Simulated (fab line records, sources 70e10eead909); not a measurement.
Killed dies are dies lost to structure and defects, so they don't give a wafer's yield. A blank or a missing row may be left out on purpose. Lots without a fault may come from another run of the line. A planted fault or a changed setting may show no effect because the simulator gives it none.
A struck lot beside a sound one | flow nand_harc | 12 steps out of a route of 1302
Sound: wafers L581.1, L581.3, L581.6. Struck: wafers L592.2, L592.5, L592.6. The cause comes at the end.
At each step with rows: each side's tool, then ch and its chambers, then its first start. Under that, the readings that differ: sound wafers | struck wafers | difference of the means | sigmas: that difference in standard deviations of wafers without a fault.
alike: readings whose means differ by less than 2 such deviations, and words and numbers that are the same on both sides. not compared: withheld readings, readings that some wafer has no value for, bounds like >300 that may hide the same value, and numbers for which the record gives no deviation and whose values overlap.
The two part at a step that has a row with sigmas, a row that says differs or no value, or rows on one side only. Numbers that don't overlap but have no deviation are shown without sigmas and don't part them. A reading that every wafer of one side lacks parts them only if that side has two wafers or more.

NHARC_A_STAIRCASE_STRIP_205: strips in O2.
  sound on plasma_asher-01 ch 0,1, day 16 17:17; struck on plasma_asher-02 ch 0,1, day 20 23:16
  alike: drypump_motor_current_A, heater_power_w
  not compared: rf_hours_counter_h
then, 10 steps without rows for these wafers: NHARC_A_STAIRCASE_STRIP_206 (strips in SPM, time 900 s); NHARC_A_STAIRCASE_PRECLEAN_207 (cleans in SC1); NHARC_A_STAIRCASE_SRD_208; NHARC_A_STAIRCASE_DEHYDRATE_209 (time 120 s); NHARC_A_STAIRCASE_HMDS_210 (time 30 s); NHARC_A_STAIRCASE_COAT_211; NHARC_A_STAIRCASE_SOFTBAKE_212 (time 170 s); NHARC_A_STAIRCASE_EBR_213; NHARC_A_STAIRCASE_EXPOSE_214 (exposes mask STAIR 3); NHARC_A_STAIRCASE_PEB_215 (peb time 130 s).
NHARC_A_STAIRCASE_DEVELOP_216: time 140 s.
  sound on litho_track-05 ch 0, day 16 18:00; struck on litho_track-03, day 21 00:00
  no value came back on the struck wafers for chill_plate_temp_C (C), exhaust_pa (Pa); on the sound wafers chill_plate_temp_C (C) reads 22.95 22.98 22.79

WHERE THEY PART
Only at NHARC_A_STAIRCASE_DEVELOP_216, within this record.

WHY: what the simulator had put in
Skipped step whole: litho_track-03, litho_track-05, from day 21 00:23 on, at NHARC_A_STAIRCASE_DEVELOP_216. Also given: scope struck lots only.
